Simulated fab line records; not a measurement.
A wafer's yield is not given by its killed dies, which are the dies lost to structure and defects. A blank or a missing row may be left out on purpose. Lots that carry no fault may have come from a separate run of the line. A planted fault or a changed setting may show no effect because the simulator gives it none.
Split-lot experiment -- flow n5 finfet -- 21 wafers read from 7 lots, route of 1938 steps

## THE SPLIT ITSELF
At N5_HKMG_FIN_ETCH_35 (etches SOC in N2/H2, target depth 215.8 nm, time 243.4 s), the setting source w was moved away from the recipe's 3000 W on 7 of the 21 wafers read, by -14.9% to +11.7%. The other wafers ran this setting at the recipe's value.

The reading comes from the split's own step.

## THE READING
rf vpp V, in V, at N5_HKMG_FIN_ETCH_35 (etches SOC in N2/H2, target depth 215.8 nm, time 243.4 s). Fault-free wafers of this fab line usually give 141.5 V, standard deviation 1.1 V.

wafer,"tool, chamber at the split","source w as run, W",against the recipe,"rf vpp V, V",against lot-mates on the recipe
L074.2,"rie diel-02, 1",2729,-9.0%,145.8,+3.7
L074.5,"rie diel-02, 2",2729,-9.0%,148.1,+6.0
L074.6,"rie diel-02, 3",3000,recipe,142.1,-
L076.2,"rie diel-01, 2",3000,recipe,140.6,-
L076.3,"rie diel-01, 3",3291,+9.7%,136.4,-4.6
L076.5,"rie diel-01, 0",3000,recipe,141.4,-
L082.1,"rie diel-01, 1",3000,recipe,142.0,-
L082.3,"rie diel-01, 3",3350,+11.7%,136.2,-5.7
L082.6,"rie diel-01, 0",3000,recipe,141.7,-
L083.1,"rie diel-04, 3",3000,recipe,141.5,-
L083.2,"rie diel-04, 2",3000,recipe,140.4,-
L083.6,"rie diel-04, 1",3000,recipe,141.6,-
L084.1,"rie diel-04, 3",3000,recipe,141.0,-
L084.5,"rie diel-04, 0",3000,recipe,139.2,-
L084.6,"rie diel-04, 1",3000,recipe,141.2,-
L085.2,"rie diel-02, 3",2554,-14.9%,149.9,+8.9
L085.3,"rie diel-02, 2",2554,-14.9%,149.8,+8.8
L085.6,"rie diel-02, 1",3000,recipe,141.0,-
L086.1,"rie diel-04, 3",3201,+6.7%,136.7,-4.9
L086.2,"rie diel-04, 1",3000,recipe,141.9,-
L086.3,"rie diel-04, 2",3000,recipe,141.3,-

FIT RESULTS
A straight line over all 21 wafers: rf vpp V changes by -0.56 V for each +1% of source w; r = -0.97; the points scatter about the line by 0.86 V.
The same after taking each lot's own level away (the mean of its wafers on the recipe; 21 wafers): -0.56 V for each +1%; r = -0.98; scatter 0.72 V.
Per that fit: largest source w move, reading shift of 8.3 V.
Measured against the standard deviation above, the lots' own levels, which go from 140.47 to 142.10 V, span 1.5 times it.
Consequently the slope shifts little with the lot-to-lot level, the two slopes agreeing.
Check: +8.19 V against its lot-mates is what the line predicts for one of the wafers moved furthest among these (-14.9%) when that wafer is left out of the fit. It came out at +8.9 V against them.
Tool readings at the split's step, against how far the setting was moved: rf vpp V r = -0.97.

## OTHER SPLITS APPLIED TO THESE WAFERS
Other splits were also applied to these wafers ahead of the reading. Each is held against what the fit with the lots' levels taken away leaves over:
other split on the same wafers,wafers away from the commonest value,r with rf vpp V (lot level and that fit taken away)
N5_SD_EPI_N_DEVELOP_08 develop time s,9,+0.20
N5_SDB_ALD_29 ald cycles,7,-0.15
N5_HKMG_FIN_PEB_10 peb time s,4,+0.29

## THE WHOLE CHAIN: every reading that the file lists as answering this split, in the file's order
step,what it does,reading,change (the file's fit),r (the file's)
N5_HKMG_FIN_ETCH_35,"etches SOC in N2/H2, target depth 215.8 nm, time 243.4 s",rf vpp V,-0.554 V for each +1% of the setting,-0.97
N5_HKMG_FIN_ETCH_35,"etches SOC in N2/H2, target depth 215.8 nm, time 243.4 s","etch.depth nm (the simulator's own value, which no gauge read)",+1.78 nm for each +1% of the setting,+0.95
N5_HKMG_FIN_ETCH_35,"etches SOC in N2/H2, target depth 215.8 nm, time 243.4 s","HKMG_FIN.feature depth nm (the simulator's own value, which no gauge read)",+1.78 nm for each +1% of the setting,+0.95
N5_HKMG_FIN_ETCH_35,"etches SOC in N2/H2, target depth 215.8 nm, time 243.4 s","SOC_of_HKMG_FIN_COAT_29.thk nm (the simulator's own value, which no gauge read)",-1.84 nm for each +1% of the setting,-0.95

## FILE'S OWN FIT
rf vpp V changes by -0.554 V for each +1% of source w, r = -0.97.
